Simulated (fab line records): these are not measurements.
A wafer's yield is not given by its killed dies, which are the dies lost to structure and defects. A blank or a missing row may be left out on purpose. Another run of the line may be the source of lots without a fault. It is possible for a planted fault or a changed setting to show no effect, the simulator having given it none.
A struck lot beside a sound one || flow n5-finfet || 19 out of 1938 route steps
Sound: wafers L841.1, L841.4, L841.5. Wafers L848.4, L848.5 were the ones struck. At the end, the cause is stated.
For every step that has rows: the tool of each side, followed by ch and its chambers, followed by its first start. Under that, the readings that differ: sound wafers || struck wafers || difference of the means || sigmas: that difference in standard deviations of wafers without a fault.
alike: readings with means less than 2 such deviations apart, plus words and numbers identical on both sides. not compared: withheld readings, readings lacking a value on some wafer, bounds such as >300 that could conceal the same value, and numbers that have no deviation in the record and whose values overlap.
A row with sigmas, a row that says differs or no value, or rows on one side alone: a step with any of these is where the two part. Numbers that don't overlap but have no deviation are shown without sigmas and don't part them. A reading that every wafer of one side lacks parts them only if that side has two wafers or more.

first, 2 steps without rows for these wafers: N5_FIN_CUT_PEB_06 (peb time 60 s); N5_FIN_CUT_DEVELOP_07 (develop time 30 s).
N5_FIN_CUT_CD_MEAS_08: target cd 29.1 nm.
  sound on cd-sem-03 ch 0, day 3 02:32; struck on cd-sem-02 ch 0, day 4 20:36
  alike: cd-nm
N5_FIN_CUT_OVL_MEAS_09:
  sound on overlay-01 ch 0, day 3 02:34; struck on overlay-01 ch 0, day 4 20:39
  alike: FIN_CUT_OVL
N5_FIN_CUT_INSPECT_10: inspects for defects (brightfield).
  sound on defect-inspect-01, day 3 02:38; struck on defect-inspect-02, day 4 20:41
  alike: raw-defect-count
N5_FIN_CUT_DESCUM_13: chemistry O2, time 7 s.
  sound on rie-diel-01 ch 0,2, day 3 02:40; struck on rie-diel-01 ch 3, day 4 20:43
  alike: drypump-motor-current-A, o2-flow-sccm, oes-product-au, rf-fwd-power-W, rf-vpp-V, showerhead-plenum-p-Torr, throttle-valve-pct
  not compared: rf-hours-counter-h
N5_FIN_CUT_ETCH_30: etches underlayer in N2/H2, target depth 13 nm, time 10.4 s.
  sound on rie-diel-01 ch 0,2, day 3 02:42; struck on rie-diel-01 ch 3, day 4 20:46
{"reading": "rf-fwd-power-W (W)", "sound": "816.7 820.5 821.0", "struck": "813.3 814.0", "difference": -5.8, "sigmas": -2}
  alike: drypump-motor-current-A, etch-rf-on-time-s, h2-flow-sccm, oes-product-au, rf-vpp-V, showerhead-plenum-p-Torr, throttle-valve-pct
  not compared: rf-hours-counter-h
N5_FIN_CUT_ETCH_20: etches SiARC in CF4, target depth 26 nm, time 43.3 s.
  sound on rie-diel-01 ch 0,2, day 3 02:43; struck on rie-diel-01 ch 3, day 4 20:47
  alike: drypump-motor-current-A, etch-rf-on-time-s, oes-product-au, rf-fwd-power-W, rf-vpp-V, showerhead-plenum-p-Torr, throttle-valve-pct
  not compared: rf-hours-counter-h
then, 3 steps without rows for these wafers: N5_FIN_CUT_ETCH_21 (etches SOC in N2/H2, target depth 219 nm, overetch 43.8 nm, time 523.5 s); N5_FIN_CUT_STRIP_23 (strips in N2/H2); N5_FIN_CUT_STRIP_31 (strips in N2/H2).
N5_FIN_CUT_STRIP_24: strips in CF4.
  sound on rie-diel-01 ch 0,2, day 3 03:05; struck on rie-diel-01 ch 3, day 4 21:08
  alike: drypump-motor-current-A, oes-product-au, rf-fwd-power-W, rf-vpp-V, showerhead-plenum-p-Torr, throttle-valve-pct
  not compared: rf-hours-counter-h
N5_FIN_CUT_CUT_ETCH_26: etches SiNx in CH3F/O2, target depth 39 nm, time 55.7 s.
  sound on rie-diel-01 ch 0,2, day 3 03:06; struck on rie-diel-01 ch 3, day 4 21:10
{"reading": "model.etch.depth-nm (nm)", "sound": "38.84 39.22 39.05", "struck": "31.95 31.89", "difference": -7.12, "sigmas": ""}
{"reading": "model.SOC_of_FIN_CUT_COAT_18.thk-nm (nm)", "sound": "211.6 211.2 210.6", "struck": "215.8 215.8", "difference": "+4.7", "sigmas": ""}
  alike: drypump-motor-current-A, oes-product-au, rf-fwd-power-W, rf-vpp-V, showerhead-plenum-p-Torr, throttle-valve-pct
  not compared: rf-hours-counter-h
then, 3 steps without rows for these wafers: N5_FIN_CUT_CUT_ETCH_27 (etches SiO2 in CHF3/O2, target depth 4 nm, overetch 2 nm, time 4.9 s); N5_FIN_CUT_PRECLEAN_35 (cleans in vHF, time 13.3 s); N5_FIN_CUT_CUT_ETCH_15 (etches Si in HBr/Cl2/O2, target depth 100 nm, bt time 10 s, time 42.4 s).
N5_FIN_CUT_CUT_ETCH_28: etches Si in HBr/Cl2/O2, target depth 6 nm, time 2.4 s.
  sound on rie-si-01 ch 0,1,2, day 3 03:21; struck on rie-si-01 ch 2,3, day 4 21:25
{"reading": "model.SOC_of_FIN_CUT_COAT_18.thk-nm (nm)", "sound": "169.2 168.4 168.4", "struck": "174 173.2", "difference": "+5", "sigmas": ""}
  alike: drypump-motor-current-A, oes-product-au, throttle-valve-pct
  not compared: rf-fwd-power-W, rf-hours-counter-h
N5_FIN_CUT_STRIP_22: strips in N2/H2.
  sound on rie-diel-01 ch 0,2,3, day 3 03:26; struck on rie-diel-01 ch 2,3, day 4 21:29
  alike: drypump-motor-current-A, h2-flow-sccm, oes-product-au, rf-vpp-V, showerhead-plenum-p-Torr, throttle-valve-pct
  not compared: rf-hours-counter-h
-- record jumps: 11 days separate the struck wafers' starts on either side; left off in module FIN_CUT, taken up again in module PASSIVATION, whose first shown step is the route's number 1936 --
N5_PASSIVATION_PROBE_49:
  sound on prober-01, day 13 11:17; struck on prober-02, day 15 20:46
  alike: killed_at_M0_to_M3, killed_at_M4_up, killed-at-contacts, killed-at-front-end, killed-at-other, killed-dies, killed-open, killed-short

WHERE THEY PART
Within this record, at N5_FIN_CUT_ETCH_30 only. Later steps at which nothing parts them and some readings are alike: N5_FIN_CUT_ETCH_20, N5_FIN_CUT_STRIP_24, N5_FIN_CUT_CUT_ETCH_26, N5_FIN_CUT_CUT_ETCH_28, N5_FIN_CUT_STRIP_22, N5_PASSIVATION_PROBE_49.

WHY: whatever the simulator had introduced
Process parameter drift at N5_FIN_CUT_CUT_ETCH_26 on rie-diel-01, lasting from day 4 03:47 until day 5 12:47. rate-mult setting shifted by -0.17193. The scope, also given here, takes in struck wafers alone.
